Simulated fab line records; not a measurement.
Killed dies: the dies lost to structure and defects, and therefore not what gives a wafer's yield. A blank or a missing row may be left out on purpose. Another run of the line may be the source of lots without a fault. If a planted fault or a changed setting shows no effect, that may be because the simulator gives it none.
Comparing a struck lot with a sound one | flow nand_harc | 15 steps out of a route of 1159
Sound: wafers L772.1, L772.3, L772.5. Wafers L778.2, L778.3, L778.5 were the ones struck. Last of all comes the cause.
For every step that has rows: the tool of each side, followed by ch and its chambers, followed by its first start. Under that, the readings that differ: sound wafers | struck wafers | difference of the means | sigmas: that difference in standard deviations of wafers without a fault.
alike: readings whose means differ by less than 2 such deviations, and words and numbers that are the same on both sides. not compared: withheld readings, readings that some wafer has no value for, bounds like >300 that may hide the same value, and numbers for which the record gives no deviation and whose values overlap.
A row with sigmas, a row that says differs or no value, or rows on one side alone: a step with any of these is where the two part. Numbers that have no deviation but don't overlap get no sigmas and don't part them. A reading missing from all wafers of one side parts the sides only when that side holds two or more wafers.

first, 1 step without rows for these wafers: NHARC_A_M1_DESCUM_14 (chemistry O2, time 3 s).
NHARC_A_M1_ETCH_35: etches the open film in N2/H2, target depth 40 nm, overetch 12 nm, time 43.94 s.
  sound on rie_diel-02 ch 0,1,2, day 17 23:07; struck on rie_diel-02 ch 0,2, day 19 05:27
  alike: drypump_motor_current_A, mfc_ar_sccm, oes_product_au, rf_vpp_V, showerhead_plenum_p_Torr, throttle_valve_pct
  not compared: rf_hours_counter_h
NHARC_A_M1_ETCH_15: etches the open film in C4F8/Ar, target depth 182.5 nm, time 91.2 s.
  sound on rie_diel-02 ch 0,2,3; struck on rie_diel-02 ch 0,1,2
  alike: oes_product_au, rf_vpp_V
  not compared: rf_hours_counter_h
NHARC_A_M1_CD_MEAS_16:
  sound on cd_sem-02 at day 17 23:20; struck on cd_sem-03 at day 19 05:41
  alike: cd_nm
NHARC_A_M1_STRIP_18: strips in N2/H2.
  sound on rie_diel-11 ch 0,2,3, day 17 23:26; struck on rie_diel-03 ch 0,1, day 19 05:46
  alike: drypump_motor_current_A, mfc_ar_sccm, oes_product_au, rf_vpp_V, showerhead_plenum_p_Torr, throttle_valve_pct
  not compared: rf_hours_counter_h
then, 3 steps without rows for these wafers: NHARC_A_M1_ETCH_28 (etches the open film in CF4/N2, target depth 30 nm, time 72.99 s); NHARC_A_M1_STRIP_19 (strips in post etch residue remover, time 600 s); NHARC_A_M1_DEGAS_29 (time 60 s).
NHARC_A_M1_PRE_CLEAN_30: time 30 s.
  sound on pvd_sputter-01; struck on pvd_sputter-01
  alike: heater_power_w
NHARC_A_M1_PVD_20: deposits TaN, target thk 5 nm, time 8.06 s.
  sound on pvd_sputter-01; struck on pvd_sputter-01
  alike: substrate_temp_c, throttle_valve_pct
then, 2 steps without rows for these wafers: NHARC_A_M1_PVD_21 (deposits Cu, target thk 30 nm, time 20.49 s); NHARC_A_M1_ECD_22 (material Cu, target thk 400 nm).
NHARC_A_M1_ANNEAL_31: time 90 s.
  sound on rtp_anneal-02 ch 0, day 18 00:47; struck on rtp_anneal-02, day 19 07:13
  no value came back on the struck wafers for anneal_temp_c (C), anneal_temp_c_max, wafer_temp_C_max; on the sound wafers anneal_temp_c (C) reads 225.03 225.02 225.29
then, 2 steps without rows for these wafers: NHARC_A_M1_CMP_23 (polishes, t overpolish 20 s, target thk 154.34 nm); NHARC_END_SORT_01.

## WHERE THEY PART
Within this record, at NHARC_A_M1_ANNEAL_31 only.

WHY: the cause the simulator had injected
Whole step skipped at NHARC_A_M1_ANNEAL_31 on rtp_anneal-02, starting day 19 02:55. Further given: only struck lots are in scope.
